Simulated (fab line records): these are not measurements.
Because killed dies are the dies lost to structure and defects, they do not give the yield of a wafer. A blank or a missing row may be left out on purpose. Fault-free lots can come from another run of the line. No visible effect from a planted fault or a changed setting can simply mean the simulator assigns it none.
Chamber matching + flow n5 finfet + N5_BEOL_M9_CMP_52 on cmp-03: 4 sister chambers
The step polishes, stops on SiCOH lowk, t overpolish 7 s, target thk 140 nm. 14 wafers are shown with their chamber, then 7 later ones without.

WAFERS WITH THEIR CHAMBER
| wafer  | chamber | time to endpoint s (s) | motor current A (A) | barrier field endpoint s (s) |
|--------|---------|------------------------|---------------------|------------------------------|
| L079.4 | 0       | 62                     | 7.0                 | 29.0                         |
| L079.5 | 3       | 61                     | 6.1                 | 29.3                         |
| L079.6 | 0       | 61                     | 6.2                 | 28.2                         |
| L085.1 | 2       | 70                     | 5.9                 | 29.3                         |
| L085.4 | 3       | 62                     | 6.0                 | 28.3                         |
| L085.5 | 0       | 57                     | 6.7                 | 27.6                         |
| L087.2 | 2       | 74                     | 5.8                 | 29.6                         |
| L087.4 | 0       | 62                     | 7.1                 | 28.4                         |
| L087.5 | 1       | 65                     | 6.0                 | 28.7                         |
| L088.1 | 0       | 63                     | 6.8                 | 28.7                         |
| L088.2 | 3       | 62                     | 6.0                 | 28.3                         |
| L088.4 | 1       | 69                     | 5.8                 | 29.7                         |
| L090.1 | 3       | 61                     | 5.8                 | 28.6                         |
| L090.4 | 2       | 74                     | 5.7                 | 30.4                         |

SIGNATURES (means of the wafers above)
| reading                  | chamber 0 | chamber 1 | chamber 2 | chamber 3 | scatter within a chamber |
|--------------------------|-----------|-----------|-----------|-----------|--------------------------|
| time to endpoint s       | 61.00     | 67.00     | 72.67     | 61.50     | 2.04                     |
| motor current A          | 6.760     | 5.900     | 5.800     | 5.975     | 0.241                    |
| barrier field endpoint s | 28.380    | 29.200    | 29.767    | 28.625    | 0.542                    |
Rule: for a wafer and a chamber, the distance is found by dividing, reading by reading, the gap between the wafer's reading and the chamber's mean by the reading's scatter, squaring, summing and taking the root. The wafer belongs to the nearest chamber; if the next one is less than 2 further off, it can't be placed. The scatter: the root of (the sum of the squares of (reading less its chamber's mean) over the shown wafers, divided by (wafers less chambers)).

WAFERS MISSING THEIR CHAMBER
| wafer  | time to endpoint s (s) | motor current A (A) | barrier field endpoint s (s) |
|--------|------------------------|---------------------|------------------------------|
| L090.5 | 68                     | 6.2                 | 29.7                         |
| L091.2 | 72                     | 5.8                 | 29.4                         |
| L091.3 | 59                     | 6.7                 | 27.9                         |
| L091.5 | 62                     | 6.0                 | 27.9                         |
| L097.2 | 64                     | 6.4                 | 28.6                         |
| L097.4 | 66                     | 6.0                 | 29.6                         |
| L097.6 | 66                     | 6.2                 | 28.6                         |

WHICH CHAMBER EACH ONE RAN IN
| wafer  | from the rows above          | in truth |
|--------|------------------------------|----------|
| L090.5 | can't be placed: 1 or 2      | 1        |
| L091.2 | can't be placed: 2 or 1      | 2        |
| L091.3 | 0                            | 0        |
| L091.5 | can't be placed: 3 or 0      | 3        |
| L097.2 | can't be placed: 0 or 3 or 1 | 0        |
| L097.4 | can't be placed: 1 or 3      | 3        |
| L097.6 | can't be placed: 1 or 3 or 0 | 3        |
Correctly placed: 1 of 7. Can't be placed from these rows: 6 (the true chamber is among the candidates in 6). Placed wrongly: 0.
